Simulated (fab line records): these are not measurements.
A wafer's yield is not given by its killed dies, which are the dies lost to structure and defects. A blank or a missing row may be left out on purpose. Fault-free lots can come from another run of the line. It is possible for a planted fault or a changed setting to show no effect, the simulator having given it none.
Split-lot experiment | flow n5 finfet | 21 wafers read across 7 lots, on a route 1938 steps long

THE SPLIT
At N5_WELL_APT_PEB_23 (peb time 90 s), the setting peb temp c was moved away from the recipe's 130 C on 6 of the 21 wafers read, by -2.8% to +1.8%. For the rest of the wafers, this setting stayed at what the recipe calls for.

FROM THE SPLIT TO THE READING: what the file shows between them, 2 steps
- N5_WELL_APT_DEVELOP_24: develop time 45 s
- N5_WELL_APT_HARDBAKE_29: time 120 s

THE READING
Shown in nm: cd nm at N5_WELL_APT_CD_MEAS_25, with target cd 200 nm. Typical for fault-free wafers on this fab line: 201.0 nm, with standard deviation 2.7 nm.

wafer  | tool, chamber at the split | peb temp c as run, C | against the recipe | cd nm, nm | against lot-mates on the recipe
L075.3 | litho track-03, 0          | 130                  | recipe             | 202.0     | -
L075.5 | litho track-03, 0          | 130                  | recipe             | 202.9     | -
L075.6 | litho track-03, 0          | 126.8                | -2.5%              | 182.2     | -20.2
L077.1 | litho track-04, 0          | 130                  | recipe             | 199.0     | -
L077.2 | litho track-04, 0          | 130                  | recipe             | 202.4     | -
L077.6 | litho track-04, 0          | 130                  | recipe             | 202.2     | -
L080.1 | litho track-04, 0          | 131.3                | +1.0%              | 206.4     | +4.3
L080.3 | litho track-04, 0          | 130                  | recipe             | 202.3     | -
L080.6 | litho track-04, 0          | 130                  | recipe             | 201.8     | -
L083.1 | litho track-03, 0          | 130                  | recipe             | 202.0     | -
L083.3 | litho track-03, 0          | 130                  | recipe             | 199.1     | -
L083.6 | litho track-03, 0          | 130                  | recipe             | 203.1     | -
L090.3 | litho track-02, 0          | 132.3                | +1.8%              | 211.4     | +13.0
L090.5 | litho track-02, 0          | 130                  | recipe             | 198.4     | -
L090.6 | litho track-02, 0          | 132.3                | +1.8%              | 210.1     | +11.7
L091.2 | litho track-03, 0          | 130                  | recipe             | 201.9     | -
L091.5 | litho track-03, 0          | 130                  | recipe             | 203.8     | -
L091.6 | litho track-03, 0          | 130                  | recipe             | 199.7     | -
L095.2 | litho track-02, 0          | 126.3                | -2.8%              | 179.1     | -20.6
L095.3 | litho track-02, 0          | 130                  | recipe             | 199.7     | -
L095.6 | litho track-02, 0          | 126.3                | -2.8%              | 173.9     | -25.8

FIT RESULTS
A straight line over all 21 wafers: cd nm changes by +7.58 nm for each +1% of peb temp c; r = +0.97; the points scatter about the line by 2.3 nm.
The same after taking each lot's own level away (the mean of its wafers on the recipe; 21 wafers): +7.73 nm for each +1%; r = +0.98; scatter 1.7 nm.
Per that fit: largest peb temp c move, reading shift of 22 nm.
Across the lots, their own levels run from 198.40 to 202.45 nm, a range of 1.5 times the standard deviation given above.
Consequently the slope shifts little with the lot-to-lot level, the two slopes agreeing.
Check: -23.3 nm against its lot-mates is what the line predicts for one of the wafers moved furthest among these (-2.8%) when that wafer is left out of the fit. Against them it came out at -20.6 nm.

OTHER SPLITS APPLIED TO THESE WAFERS
Before the reading, these wafers also passed through other splits. Each is held against what the fit with the lots' levels taken away leaves over:
other split on the same wafers  | wafers away from the commonest value | r with cd nm (lot level and that fit taken away)
N5_ZERO_LAYER_PECVD_02 time s   | 6                                    | +0.12
N5_ZERO_LAYER_EXPOSE_08 dose mj | 5                                    | -0.40

THE WHOLE CHAIN: every reading that the file lists as answering this split, in the file's order
step                   | what it does             | reading                                                         | change (the file's fit)              | r (the file's)
N5_WELL_APT_CD_MEAS_25 | target cd 200 nm         | cd nm                                                           | +7.78 nm for each +1% of the setting | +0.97
N5_WELL_APT_DESCUM_30  | chemistry O2, time 7.9 s | WELL_APT.cd nm (the simulator's own value, which no gauge read) | +7.72 nm for each +1% of the setting | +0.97

THE FILE'S OWN FIT
cd nm changes by +7.78 nm for each +1% of peb temp c, r = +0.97.
